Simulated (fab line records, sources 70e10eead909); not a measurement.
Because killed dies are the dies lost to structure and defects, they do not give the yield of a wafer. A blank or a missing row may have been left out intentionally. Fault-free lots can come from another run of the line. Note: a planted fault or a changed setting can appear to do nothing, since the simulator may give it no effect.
fab line records / flow nandHarc
[record] lots = 14 wafers = 42 lastDay = 32
route steps=1302 shown P_CONTACT@245 THIN_TSV@1273 END@1302
lots untouched by any fault: they come from a run of this same line in which no faults occurred
startH: start of the lot's first displayed wafer, in hours after the record's first day / waitH: hours elapsed since this lot's preceding step / " identical to the entry in the row above / L1.1+2: one row covering several wafers at once / - either no value or no given start / * or withheld: withheld / < > ~ a bound
route shown NAME@n: a module of which the file shows steps, and the number in the route of the first / usual: mean/standard deviation taken from wafers without a fault / same: alike in all rows / chamber/n: place in a boat / sites: the reading at each site / _std_site: the standard deviation of these / _edge_site: mean of outer sites minus mean of inner sites / radiusMm: for every site, how far away it sits from the centre of the wafer / mask NAME#n: copy n / behind: the tool/chamber that last shaped the wafer / hold: cause of the lot's hold/its duration in hours/its outcome / device: the transistor (n, p or np) that didn't switch / end of line: the tests these same wafers got at the end of their route / where a step has no rows: the recipe by itself / killed: the dies lost at the first sort to structure and to defects; this is not the yield of the wafer / map: a wafer's dies, marking killed ones x, the rest . and places with no die _
set.NAME: the setting the step ran with; set.NAME@STEP: the setting that earlier step ran with / model.NAME: the simulator's own value behind a step, which no gauge read
steps of the route over a sample of lots; a table a step, a row a wafer
services: from which hour (startH, from the record's first day; less than 0 if before it) a tool's chamber was out of use, for how many hours, and why
[[steps]]
[step NHARC_P_CONTACT_PRE_CLEAN_39]
[recipe] timeS = 19.5 biasV = 250 gas = Ar
[same] timeS = 19.5
lot.wafer=L542.2+1+5 tool=pvdSputter-02 chamber=- startH=121.85 waitH=-
lot.wafer=L543.2+4+5 tool=pvdSputter-01 chamber=- startH=122.03 waitH=-
lot.wafer=L544.3+4+5 tool=pvdSputter-03 chamber=- startH=134.23 waitH=-
lot.wafer=L545.2+3+5 tool=pvdSputter-02 chamber=- startH=147.37 waitH=-
lot.wafer=L547.4+1+3 tool=pvdSputter-03 chamber=- startH=166.64 waitH=-
lot.wafer=L548.3+5+6 tool=pvdSputter-01 chamber=- startH=180.13 waitH=-
lot.wafer=L549.3+1+2 tool=pvdSputter-03 chamber=- startH=185.75 waitH=-
lot.wafer=L550.3+4+5 tool=pvdSputter-03 chamber=- startH=201.99 waitH=-
lot.wafer=L551.2+4+6 tool=pvdSputter-01 chamber=- startH=207.36 waitH=-
lot.wafer=L552.4+2+6 tool=pvdSputter-02 chamber=- startH=224.09 waitH=-
lot.wafer=L554.3+4+6 tool=pvdSputter-02 chamber=- startH=237.38 waitH=-
lot.wafer=L558.3+4+5 tool=pvdSputter-03 chamber=- startH=284.28 waitH=-
lot.wafer=L559.2+3+6 tool=pvdSputter-03 chamber=- startH=293.68 waitH=-
lot.wafer=L563.2+3+5 tool=pvdSputter-02 chamber=- startH=327.41 waitH=-
[step NHARC_THIN_TSV_PVD_51]
[recipe] targetThkA = 1000 chamberPressurePa = 5 material = Cu
[usual] throttleValvePct = 30.4/0.77
lot.wafer=L542.1 tool=pvdSputter-01 chamber=- startH=- waitH=- throttleValvePct=30.9
lot.wafer=L542.2 tool=pvdSputter-01 chamber=- startH=- waitH=- throttleValvePct=31.4
lot.wafer=L542.5 tool=pvdSputter-01 chamber=- startH=- waitH=- throttleValvePct=30.9
lot.wafer=L544.3 tool=pvdSputter-02 chamber=- startH=- waitH=- throttleValvePct=31.2
lot.wafer=L544.4 tool=pvdSputter-02 chamber=- startH=- waitH=- throttleValvePct=30.3
lot.wafer=L544.5 tool=pvdSputter-02 chamber=- startH=- waitH=- throttleValvePct=31.4
lot.wafer=L545.2 tool=pvdSputter-03 chamber=- startH=- waitH=- throttleValvePct=29.9
lot.wafer=L545.3 tool=pvdSputter-03 chamber=- startH=- waitH=- throttleValvePct=30.4
lot.wafer=L545.5 tool=pvdSputter-03 chamber=- startH=- waitH=- throttleValvePct=30.0
lot.wafer=L543.4 tool=pvdSputter-03 chamber=- startH=- waitH=- throttleValvePct=29.2
lot.wafer=L543.2 tool=pvdSputter-03 chamber=- startH=- waitH=- throttleValvePct=31.2
lot.wafer=L543.5 tool=pvdSputter-03 chamber=- startH=- waitH=- throttleValvePct=29.9
lot.wafer=L547.4 tool=pvdSputter-01 chamber=- startH=- waitH=- throttleValvePct=30.9
lot.wafer=L547.3 tool=pvdSputter-01 chamber=- startH=- waitH=- throttleValvePct=31.4
lot.wafer=L547.1 tool=pvdSputter-01 chamber=- startH=- waitH=- throttleValvePct=29.9
lot.wafer=L549.2 tool=pvdSputter-01 chamber=- startH=- waitH=- throttleValvePct=29.1
lot.wafer=L549.3 tool=pvdSputter-01 chamber=- startH=- waitH=- throttleValvePct=31.1
lot.wafer=L549.1 tool=pvdSputter-01 chamber=- startH=- waitH=- throttleValvePct=31.1
lot.wafer=L548.3 tool=pvdSputter-01 chamber=- startH=- waitH=- throttleValvePct=31.0
lot.wafer=L548.5 tool=pvdSputter-01 chamber=- startH=- waitH=- throttleValvePct=31.4
lot.wafer=L548.6 tool=pvdSputter-01 chamber=- startH=- waitH=- throttleValvePct=29.2
lot.wafer=L551.2 tool=pvdSputter-01 chamber=- startH=- waitH=- throttleValvePct=30.9
lot.wafer=L551.4 tool=pvdSputter-01 chamber=- startH=- waitH=- throttleValvePct=29.5
lot.wafer=L551.6 tool=pvdSputter-01 chamber=- startH=- waitH=- throttleValvePct=30.3
lot.wafer=L550.3 tool=pvdSputter-01 chamber=- startH=- waitH=- throttleValvePct=29.1
lot.wafer=L550.4 tool=pvdSputter-01 chamber=- startH=- waitH=- throttleValvePct=30.9
lot.wafer=L550.5 tool=pvdSputter-01 chamber=- startH=- waitH=- throttleValvePct=31.1
lot.wafer=L552.2 tool=pvdSputter-01 chamber=- startH=- waitH=- throttleValvePct=31.4
lot.wafer=L552.4 tool=pvdSputter-01 chamber=- startH=- waitH=- throttleValvePct=31.2
lot.wafer=L552.6 tool=pvdSputter-01 chamber=- startH=- waitH=- throttleValvePct=31.4
lot.wafer=L554.3 tool=pvdSputter-03 chamber=- startH=- waitH=- throttleValvePct=30.3
lot.wafer=L554.4 tool=pvdSputter-03 chamber=- startH=- waitH=- throttleValvePct=31.4
lot.wafer=L554.6 tool=pvdSputter-03 chamber=- startH=- waitH=- throttleValvePct=30.0
lot.wafer=L559.3 tool=pvdSputter-03 chamber=- startH=- waitH=- throttleValvePct=29.3
lot.wafer=L559.2 tool=pvdSputter-03 chamber=- startH=- waitH=- throttleValvePct=29.8
lot.wafer=L559.6 tool=pvdSputter-03 chamber=- startH=- waitH=- throttleValvePct=29.4
lot.wafer=L558.4 tool=pvdSputter-01 chamber=- startH=- waitH=- throttleValvePct=31.1
lot.wafer=L558.3 tool=pvdSputter-01 chamber=- startH=- waitH=- throttleValvePct=29.0
lot.wafer=L558.5 tool=pvdSputter-01 chamber=- startH=- waitH=- throttleValvePct=31.0
lot.wafer=L563.3 tool=pvdSputter-01 chamber=- startH=- waitH=- throttleValvePct=31.1
lot.wafer=L563.2 tool=pvdSputter-01 chamber=- startH=- waitH=- throttleValvePct=30.2
lot.wafer=L563.5 tool=pvdSputter-01 chamber=- startH=- waitH=- throttleValvePct=28.9
[step NHARC_THIN_TSV_DEGAS_53]
[recipe] tempC = 300 timeS = 60
[usual] heaterPowerW = 448/57
[same] timeS = 60
lot.wafer=L542.1 tool=pvdSputter-02 chamber=- startH=549.35 waitH=0.1 heaterPowerW=443
lot.wafer=L542.2 tool=pvdSputter-02 chamber=- startH=549.35 waitH=0.1 heaterPowerW=370
lot.wafer=L542.5 tool=pvdSputter-02 chamber=- startH=549.35 waitH=0.1 heaterPowerW=438
lot.wafer=L544.4 tool=pvdSputter-02 chamber=- startH=567.06 waitH=0.1 heaterPowerW=374
lot.wafer=L544.3 tool=pvdSputter-02 chamber=- startH=567.06 waitH=0.1 heaterPowerW=446
lot.wafer=L544.5 tool=pvdSputter-02 chamber=- startH=567.06 waitH=0.1 heaterPowerW=378
lot.wafer=L545.3 tool=pvdSputter-03 chamber=- startH=568.45 waitH=0.1 heaterPowerW=517
lot.wafer=L545.2 tool=pvdSputter-03 chamber=- startH=568.45 waitH=0.1 heaterPowerW=404
lot.wafer=L545.5 tool=pvdSputter-03 chamber=- startH=568.45 waitH=0.1 heaterPowerW=422
lot.wafer=L543.4 tool=pvdSputter-01 chamber=- startH=571.79 waitH=0.1 heaterPowerW=377
lot.wafer=L543.2 tool=pvdSputter-01 chamber=- startH=571.79 waitH=0.1 heaterPowerW=396
lot.wafer=L543.5 tool=pvdSputter-01 chamber=- startH=571.79 waitH=0.1 heaterPowerW=389
lot.wafer=L547.1 tool=pvdSputter-02 chamber=- startH=590.11 waitH=0.1 heaterPowerW=439
lot.wafer=L547.3 tool=pvdSputter-02 chamber=- startH=590.11 waitH=0.1 heaterPowerW=443
lot.wafer=L547.4 tool=pvdSputter-02 chamber=- startH=590.11 waitH=0.1 heaterPowerW=379
lot.wafer=L549.3 tool=pvdSputter-02 chamber=- startH=607.75 waitH=0.1 heaterPowerW=426
lot.wafer=L549.1 tool=pvdSputter-02 chamber=- startH=607.75 waitH=0.1 heaterPowerW=446
lot.wafer=L549.2 tool=pvdSputter-02 chamber=- startH=607.75 waitH=0.1 heaterPowerW=449
lot.wafer=L548.3 tool=pvdSputter-03 chamber=- startH=608.94 waitH=0.1 heaterPowerW=410
lot.wafer=L548.5 tool=pvdSputter-03 chamber=- startH=608.94 waitH=0.1 heaterPowerW=420
lot.wafer=L548.6 tool=pvdSputter-03 chamber=- startH=608.94 waitH=0.1 heaterPowerW=552
lot.wafer=L551.4 tool=pvdSputter-02 chamber=- startH=624.85 waitH=0.1 heaterPowerW=450
lot.wafer=L551.2 tool=pvdSputter-02 chamber=- startH=624.85 waitH=0.1 heaterPowerW=376
lot.wafer=L551.6 tool=pvdSputter-02 chamber=- startH=624.85 waitH=0.1 heaterPowerW=417
lot.wafer=L550.4 tool=pvdSputter-01 chamber=- startH=626.04 waitH=0.1 heaterPowerW=391
lot.wafer=L550.3 tool=pvdSputter-01 chamber=- startH=626.04 waitH=0.1 heaterPowerW=384
lot.wafer=L550.5 tool=pvdSputter-01 chamber=- startH=626.04 waitH=0.1 heaterPowerW=475
lot.wafer=L552.4 tool=pvdSputter-01 chamber=- startH=648.54 waitH=0.1 heaterPowerW=393
lot.wafer=L552.2 tool=pvdSputter-01 chamber=- startH=648.54 waitH=0.1 heaterPowerW=465
lot.wafer=L552.6 tool=pvdSputter-01 chamber=- startH=648.54 waitH=0.1 heaterPowerW=379
lot.wafer=L554.3 tool=pvdSputter-03 chamber=- startH=674.46 waitH=0.1 heaterPowerW=548
lot.wafer=L554.4 tool=pvdSputter-03 chamber=- startH=674.46 waitH=0.1 heaterPowerW=423
lot.wafer=L554.6 tool=pvdSputter-03 chamber=- startH=674.46 waitH=0.1 heaterPowerW=404
lot.wafer=L559.2 tool=pvdSputter-01 chamber=- startH=705.52 waitH=0.1 heaterPowerW=383
lot.wafer=L559.3 tool=pvdSputter-01 chamber=- startH=705.52 waitH=0.1 heaterPowerW=551
lot.wafer=L559.6 tool=pvdSputter-01 chamber=- startH=705.52 waitH=0.1 heaterPowerW=380
lot.wafer=L558.4 tool=pvdSputter-01 chamber=- startH=710.03 waitH=0.1 heaterPowerW=409
lot.wafer=L558.3 tool=pvdSputter-01 chamber=- startH=710.03 waitH=0.1 heaterPowerW=380
lot.wafer=L558.5 tool=pvdSputter-01 chamber=- startH=710.03 waitH=0.1 heaterPowerW=404
lot.wafer=L563.2 tool=pvdSputter-03 chamber=- startH=760.69 waitH=0.1 heaterPowerW=400
lot.wafer=L563.3 tool=pvdSputter-03 chamber=- startH=760.69 waitH=0.1 heaterPowerW=423
lot.wafer=L563.5 tool=pvdSputter-03 chamber=- startH=760.69 waitH=0.1 heaterPowerW=523
[step NHARC_THIN_TSV_DESCUM_35]
[recipe] timeS = 3 o2FlowSccm = 200 arFlowSccm = 0 biasPowerW = 0 chemistry = O2
[usual] drypumpMotorCurrentA = 5.52/0.28 oesProductAu = 1.007/0.0091 rfVppV = 57.6/0.79 showerheadPlenumPTorr = 1.88/0.075 throttleValvePct = 11.312/0.0091
[same] timeS = 3
lot.wafer=L542.1 tool=rieDiel-05 chamber=3 startH=550.64 waitH=- drypumpMotorCurrentA=5.45 oesProductAu=1.006 rfHoursCounterH=9 rfVppV=56.6 showerheadPlenumPTorr=1.86 throttleValvePct=11.295
lot.wafer=L542.2 tool=rieDiel-05 chamber=0 startH=550.64 waitH=- drypumpMotorCurrentA=5.50 oesProductAu=1.004 rfHoursCounterH=9 rfVppV=58.2 showerheadPlenumPTorr=1.87 throttleValvePct=11.307
lot.wafer=L542.5 tool=rieDiel-05 chamber=3 startH=550.64 waitH=- drypumpMotorCurrentA=5.45 oesProductAu=1.007 rfHoursCounterH=- rfVppV=58.3 showerheadPlenumPTorr=1.86 throttleValvePct=11.306
lot.wafer=L544.3 tool=rieDiel-05 chamber=1 startH=568.24 waitH=- drypumpMotorCurrentA=5.97 oesProductAu=1.013 rfHoursCounterH=11 rfVppV=56.8 showerheadPlenumPTorr=1.85 throttleValvePct=11.312
lot.wafer=L544.4 tool=rieDiel-05 chamber=0 startH=568.24 waitH=- drypumpMotorCurrentA=5.49 oesProductAu=1.004 rfHoursCounterH=11 rfVppV=58.4 showerheadPlenumPTorr=1.87 throttleValvePct=11.326
lot.wafer=L544.5 tool=rieDiel-05 chamber=2 startH=568.24 waitH=- drypumpMotorCurrentA=5.86 oesProductAu=1.013 rfHoursCounterH=- rfVppV=57.3 showerheadPlenumPTorr=1.80 throttleValvePct=11.305
lot.wafer=L545.2 tool=rieDiel-03 chamber=3 startH=569.77 waitH=- drypumpMotorCurrentA=5.75 oesProductAu=1.009 rfHoursCounterH=4 rfVppV=56.4 showerheadPlenumPTorr=1.93 throttleValvePct=11.307
lot.wafer=L545.3 tool=rieDiel-03 chamber=1 startH=569.77 waitH=- drypumpMotorCurrentA=5.47 oesProductAu=1.015 rfHoursCounterH=5 rfVppV=56.3 showerheadPlenumPTorr=1.88 throttleValvePct=11.308
lot.wafer=L545.5 tool=rieDiel-03 chamber=3 startH=569.77 waitH=- drypumpMotorCurrentA=5.76 oesProductAu=1.013 rfHoursCounterH=- rfVppV=58.2 showerheadPlenumPTorr=1.93 throttleValvePct=11.312
lot.wafer=L543.2 tool=rieDiel-03 chamber=3 startH=573.10 waitH=- drypumpMotorCurrentA=5.75 oesProductAu=1.015 rfHoursCounterH=4 rfVppV=57.9 showerheadPlenumPTorr=1.93 throttleValvePct=11.320
lot.wafer=L543.4 tool=rieDiel-03 chamber=3 startH=573.10 waitH=- drypumpMotorCurrentA=5.74 oesProductAu=1.016 rfHoursCounterH=- rfVppV=58.0 showerheadPlenumPTorr=1.93 throttleValvePct=11.304
lot.wafer=L543.5 tool=rieDiel-03 chamber=2 startH=573.10 waitH=- drypumpMotorCurrentA=5.11 oesProductAu=1.005 rfHoursCounterH=- rfVppV=57.5 showerheadPlenumPTorr=1.79 throttleValvePct=11.303
lot.wafer=L547.1 tool=rieDiel-03 chamber=2 startH=591.41 waitH=- drypumpMotorCurrentA=5.14 oesProductAu=1.004 rfHoursCounterH=5 rfVppV=56.9 showerheadPlenumPTorr=1.79 throttleValvePct=11.323
lot.wafer=L547.3 tool=rieDiel-03 chamber=3 startH=591.41 waitH=- drypumpMotorCurrentA=5.76 oesProductAu=1.011 rfHoursCounterH=5 rfVppV=56.6 showerheadPlenumPTorr=1.93 throttleValvePct=11.325
lot.wafer=L547.4 tool=rieDiel-03 chamber=1 startH=591.41 waitH=- drypumpMotorCurrentA=5.46 oesProductAu=1.008 rfHoursCounterH=6 rfVppV=56.9 showerheadPlenumPTorr=1.88 throttleValvePct=11.314
lot.wafer=L549.2 tool=rieDiel-10 chamber=0 startH=609.06 waitH=- drypumpMotorCurrentA=5.07 oesProductAu=0.999 rfHoursCounterH=0 rfVppV=56.4 showerheadPlenumPTorr=1.83 throttleValvePct=11.327
lot.wafer=L549.3 tool=rieDiel-10 chamber=1 startH=609.06 waitH=- drypumpMotorCurrentA=5.60 oesProductAu=1.002 rfHoursCounterH=0 rfVppV=58.9 showerheadPlenumPTorr=2.06 throttleValvePct=11.298
lot.wafer=L549.1 tool=rieDiel-10 chamber=2 startH=609.06 waitH=- drypumpMotorCurrentA=5.52 oesProductAu=1.022 rfHoursCounterH=0 rfVppV=58.2 showerheadPlenumPTorr=1.88 throttleValvePct=11.311
lot.wafer=L548.3 tool=rieDiel-10 chamber=1 startH=610.25 waitH=- drypumpMotorCurrentA=5.58 oesProductAu=1.001 rfHoursCounterH=0 rfVppV=56.6 showerheadPlenumPTorr=2.06 throttleValvePct=11.306
lot.wafer=L548.5 tool=rieDiel-10 chamber=0 startH=610.25 waitH=- drypumpMotorCurrentA=5.07 oesProductAu=0.999 rfHoursCounterH=- rfVppV=57.4 showerheadPlenumPTorr=1.83 throttleValvePct=11.318
lot.wafer=L548.6 tool=rieDiel-10 chamber=1 startH=610.25 waitH=- drypumpMotorCurrentA=5.58 oesProductAu=1.010 rfHoursCounterH=- rfVppV=58.3 showerheadPlenumPTorr=2.06 throttleValvePct=11.312
lot.wafer=L551.2 tool=rieDiel-05 chamber=1 startH=626.15 waitH=- drypumpMotorCurrentA=5.96 oesProductAu=1.011 rfHoursCounterH=3 rfVppV=56.4 showerheadPlenumPTorr=1.85 throttleValvePct=11.298
lot.wafer=L551.4 tool=rieDiel-05 chamber=3 startH=626.15 waitH=- drypumpMotorCurrentA=5.43 oesProductAu=1.006 rfHoursCounterH=3 rfVppV=57.2 showerheadPlenumPTorr=1.86 throttleValvePct=11.306
lot.wafer=L551.6 tool=rieDiel-05 chamber=0 startH=626.15 waitH=- drypumpMotorCurrentA=5.52 oesProductAu=1.012 rfHoursCounterH=- rfVppV=59.4 showerheadPlenumPTorr=1.87 throttleValvePct=11.308
lot.wafer=L550.3 tool=rieDiel-10 chamber=1 startH=627.32 waitH=- drypumpMotorCurrentA=5.60 oesProductAu=0.998 rfHoursCounterH=1 rfVppV=59.0 showerheadPlenumPTorr=2.05 throttleValvePct=11.305
lot.wafer=L550.5 tool=rieDiel-10 chamber=1 startH=627.32 waitH=- drypumpMotorCurrentA=5.60 oesProductAu=1.008 rfHoursCounterH=- rfVppV=59.4 showerheadPlenumPTorr=2.06 throttleValvePct=11.321
lot.wafer=L550.4 tool=rieDiel-10 chamber=0 startH=627.32 waitH=- drypumpMotorCurrentA=5.06 oesProductAu=0.991 rfHoursCounterH=- rfVppV=57.7 showerheadPlenumPTorr=1.83 throttleValvePct=11.317
lot.wafer=L552.4 tool=rieDiel-05 chamber=0 startH=649.84 waitH=- drypumpMotorCurrentA=5.51 oesProductAu=1.000 rfHoursCounterH=4 rfVppV=58.1 showerheadPlenumPTorr=1.87 throttleValvePct=11.311
lot.wafer=L552.2 tool=rieDiel-05 chamber=1 startH=649.84 waitH=- drypumpMotorCurrentA=5.97 oesProductAu=1.017 rfHoursCounterH=4 rfVppV=58.3 showerheadPlenumPTorr=1.85 throttleValvePct=11.316
lot.wafer=L552.6 tool=rieDiel-05 chamber=0 startH=649.84 waitH=- drypumpMotorCurrentA=5.52 oesProductAu=1.002 rfHoursCounterH=- rfVppV=57.7 showerheadPlenumPTorr=1.87 throttleValvePct=11.313
lot.wafer=L554.3 tool=rieDiel-10 chamber=2 startH=675.76 waitH=- drypumpMotorCurrentA=5.53 oesProductAu=1.014 rfHoursCounterH=3 rfVppV=56.7 showerheadPlenumPTorr=1.88 throttleValvePct=11.329
lot.wafer=L554.4 tool=rieDiel-10 chamber=3 startH=675.76 waitH=- drypumpMotorCurrentA=5.65 oesProductAu=1.000 rfHoursCounterH=3 rfVppV=57.9 showerheadPlenumPTorr=1.91 throttleValvePct=11.312
lot.wafer=L554.6 tool=rieDiel-10 chamber=1 startH=675.76 waitH=- drypumpMotorCurrentA=5.60 oesProductAu=1.012 rfHoursCounterH=- rfVppV=57.7 showerheadPlenumPTorr=2.05 throttleValvePct=11.307
lot.wafer=L559.3 tool=rieDiel-10 chamber=1 startH=706.83 waitH=- drypumpMotorCurrentA=5.60 oesProductAu=1.013 rfHoursCounterH=5 rfVppV=57.8 showerheadPlenumPTorr=2.05 throttleValvePct=11.304
lot.wafer=L559.2 tool=rieDiel-10 chamber=2 startH=706.83 waitH=- drypumpMotorCurrentA=5.54 oesProductAu=1.010 rfHoursCounterH=4 rfVppV=57.5 showerheadPlenumPTorr=1.88 throttleValvePct=11.317
lot.wafer=L559.6 tool=rieDiel-10 chamber=0 startH=706.83 waitH=- drypumpMotorCurrentA=5.06 oesProductAu=1.005 rfHoursCounterH=- rfVppV=58.1 showerheadPlenumPTorr=1.83 throttleValvePct=11.325
lot.wafer=L558.4 tool=rieDiel-10 chamber=0 startH=711.33 waitH=- drypumpMotorCurrentA=5.09 oesProductAu=1.011 rfHoursCounterH=5 rfVppV=58.1 showerheadPlenumPTorr=1.83 throttleValvePct=11.305
lot.wafer=L558.3 tool=rieDiel-10 chamber=1 startH=711.33 waitH=- drypumpMotorCurrentA=5.60 oesProductAu=1.020 rfHoursCounterH=5 rfVppV=58.5 showerheadPlenumPTorr=2.05 throttleValvePct=11.304
lot.wafer=L558.5 tool=rieDiel-10 chamber=1 startH=711.33 waitH=- drypumpMotorCurrentA=5.61 oesProductAu=1.023 rfHoursCounterH=- rfVppV=58.1 showerheadPlenumPTorr=2.05 throttleValvePct=11.319
lot.wafer=L563.2 tool=rieDiel-10 chamber=0 startH=761.88 waitH=- drypumpMotorCurrentA=5.07 oesProductAu=1.009 rfHoursCounterH=8 rfVppV=57.9 showerheadPlenumPTorr=1.83 throttleValvePct=11.311
lot.wafer=L563.3 tool=rieDiel-10 chamber=1 startH=761.88 waitH=- drypumpMotorCurrentA=5.61 oesProductAu=1.016 rfHoursCounterH=8 rfVppV=59.1 showerheadPlenumPTorr=2.05 throttleValvePct=11.323
lot.wafer=L563.5 tool=rieDiel-10 chamber=3 startH=761.88 waitH=- drypumpMotorCurrentA=5.66 oesProductAu=0.987 rfHoursCounterH=- rfVppV=58.9 showerheadPlenumPTorr=1.91 throttleValvePct=11.319
[step NHARC_END_SORT_01]
[recipe] tempC = 25
[usual] killedAtArray = 57/19 killedAtOther = 0.9/1.1 killedAtPeriphery = 4.0/2.6 killedDies = 62/19 killedOpen = 3.3/1.8 killedShort = 2.4/1.7
[same] grossDies = 677
lot.wafer=L559.2 tool=prober-02 chamber=0 startH=719.44 waitH=2.8 killedAtArray=35 killedAtOther=0 killedAtPeriphery=68 killedDies=103 killedOpen=4 killedShort=1
lot.wafer=L559.3 tool=prober-02 chamber=0 startH=720.25 waitH=3.1 killedAtArray=51 killedAtOther=0 killedAtPeriphery=95 killedDies=146 killedOpen=0 killedShort=3
lot.wafer=L559.6 tool=prober-02 chamber=0 startH=722.68 waitH=4.1 killedAtArray=74 killedAtOther=0 killedAtPeriphery=35 killedDies=109 killedOpen=1 killedShort=3
lot.wafer=L558.3 tool=prober-01 chamber=0 startH=723.80 waitH=3.1 killedAtArray=51 killedAtOther=1 killedAtPeriphery=39 killedDies=91 killedOpen=2 killedShort=2
lot.wafer=L558.4 tool=prober-01 chamber=0 startH=724.59 waitH=3.4 killedAtArray=39 killedAtOther=2 killedAtPeriphery=96 killedDies=137 killedOpen=4 killedShort=1
lot.wafer=L558.5 tool=prober-01 chamber=0 startH=725.39 waitH=3.7 killedAtArray=45 killedAtOther=4 killedAtPeriphery=39 killedDies=88 killedOpen=3 killedShort=2
// killed by level:class
L559.2 P_CONTACT:unspecified=64 A_CHANNEL_HOLE_D1:chamberFilmFlake=13 A_CHANNEL_HOLE_D2:chamberFilmFlake=12 P_M2:chamberFilmFlake=2 A_DECK1_JOINT:chamberFilmFlake=2 P_CONTACT:geometricParticle:open=1 P_M0:geometricParticle:open=1 A_ONON_D2:geometricParticle:open=1
L559.3 P_CONTACT:unspecified=87 A_CHANNEL_HOLE_D1:chamberFilmFlake=27 A_CHANNEL_HOLE_D2:chamberFilmFlake=15 P_ZERO_WELL:chamberFilmFlake=5 A_SLIT:chamberFilmFlake=3 P_M2:chamberFilmFlake=2 A_M1:chamberFilmFlake=2 P_CONTACT:geometricParticle:short=1
L559.6 P_CONTACT:unspecified=32 A_CHANNEL_HOLE_D1:chamberFilmFlake=29 A_CHANNEL_HOLE_D2:chamberFilmFlake=27 A_SLIT:chamberFilmFlake=4 A_STAIRCASE:chamberFilmFlake=3 A_CONTACT:chamberFilmFlake=3 A_M1:chamberFilmFlake=3 P_STI:geometricParticle:short=1
L558.3 A_CHANNEL_HOLE_D1:chamberFilmFlake=38 P_CONTACT:unspecified=34 P_CONTACT:chamberFilmFlake=4 A_SLIT:chamberFilmFlake=4 A_DECK1_JOINT:chamberFilmFlake=2 A_WL_FILL:chamberFilmFlake=2 P_M1:geometricParticle:open=1 A_SOURCE_PLATE:geometricParticle:open=1
L558.4 P_CONTACT:unspecified=90 A_CHANNEL_HOLE_D1:chamberFilmFlake=24 P_M2:chamberFilmFlake=5 A_CONTACT:chamberFilmFlake=3 A_CHANNEL_FILL_D2:geometricParticle:open=2 A_CHANNEL_FILL_D1:chamberFilmFlake=2 A_STAIRCASE:chamberFilmFlake=2 A_SGD_CUT:chamberFilmFlake=2
L558.5 P_CONTACT:unspecified=34 A_CHANNEL_HOLE_D1:chamberFilmFlake=29 A_SLIT:chamberFilmFlake=6 THIN_TSV:chamberFilmFlake=4 A_CONTACT:chamberFilmFlake=3 P_CONTACT:chamberFilmFlake=2 P_GATE:geometricParticle:open=1 A_CHANNEL_FILL_D2:geometricParticle:short=1
[[services]]
tool=pvdSputter-03 chamber=- startH=101.93 hours=1.8 kind=repair
tool=pvdSputter-01 chamber=- startH=102.54 hours=0.6 kind=repair
tool=pvdSputter-02 chamber=- startH=104.00 hours=10.0 kind=pm
tool=pvdSputter-03 chamber=- startH=170.00 hours=10.0 kind=pm
tool=pvdSputter-01 chamber=- startH=174.35 hours=4.4 kind=repair
tool=pvdSputter-03 chamber=- startH=221.26 hours=2.6 kind=repair
tool=pvdSputter-01 chamber=- startH=234.51 hours=10.0 kind=pm
tool=pvdSputter-01 chamber=- startH=278.15 hours=4.0 kind=repair
tool=pvdSputter-02 chamber=- startH=282.00 hours=10.0 kind=pm
tool=pvdSputter-01 chamber=- startH=293.30 hours=3.2 kind=repair
tool=pvdSputter-03 chamber=- startH=348.00 hours=10.0 kind=pm
tool=pvdSputter-03 chamber=- startH=362.61 hours=1.3 kind=repair
tool=pvdSputter-02 chamber=- startH=402.61 hours=1.6 kind=repair
tool=pvdSputter-01 chamber=- startH=412.51 hours=10.0 kind=pm
tool=pvdSputter-02 chamber=- startH=414.03 hours=1.4 kind=repair
tool=pvdSputter-02 chamber=- startH=460.00 hours=10.0 kind=pm
tool=pvdSputter-03 chamber=- startH=469.41 hours=4.6 kind=repair
tool=pvdSputter-03 chamber=- startH=526.00 hours=10.0 kind=pm
tool=pvdSputter-01 chamber=- startH=590.51 hours=10.0 kind=pm
tool=pvdSputter-02 chamber=- startH=638.00 hours=10.0 kind=pm
tool=pvdSputter-02 chamber=- startH=686.22 hours=13.7 kind=repair
tool=pvdSputter-03 chamber=- startH=704.00 hours=10.0 kind=pm
tool=pvdSputter-02 chamber=- startH=727.93 hours=2.2 kind=repair
tool=pvdSputter-03 chamber=- startH=745.69 hours=1.0 kind=repair
[[key]]
[firstSign] step = NHARC_END_SORT_01 reading = killedAtPeriphery direction = up sigmas = 23 usual = 4.0 struck = 62
[effect] step = NHARC_END_SORT_01 reading = killedDies direction = up sigmas = 2.7 usual = 62 struck = 112 wafersMoved = 3
[moreKillsBornAt] NHARC_P_CONTACT_PRE_CLEAN_39@pvdSputter-03 = 341
metAt NHARC_P_CONTACT_PRE_CLEAN_39
struckLots L558,L559
testerLeftOut L558,L559
notActingAt NHARC_THIN_TSV_PVD_51,NHARC_THIN_TSV_DEGAS_53,NHARC_THIN_TSV_DESCUM_35
onsetBetween 201.99 284.28
[fault] kind = chamberParticleSource tool = pvdSputter-03 chamber = - onsetH = 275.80 steps = NHARC_P_CONTACT_PRE_CLEAN_39 ratePerVisitCm2 = 1.3135 endH = 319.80
// testerLeftOut: of these lots the tester's yield and bins aren't shown, on N5 and GAA mostly nor the transistor test; their killed dies are dies lost to structure and defects alone, not to doping, threshold or leakage, so they don't give the yield
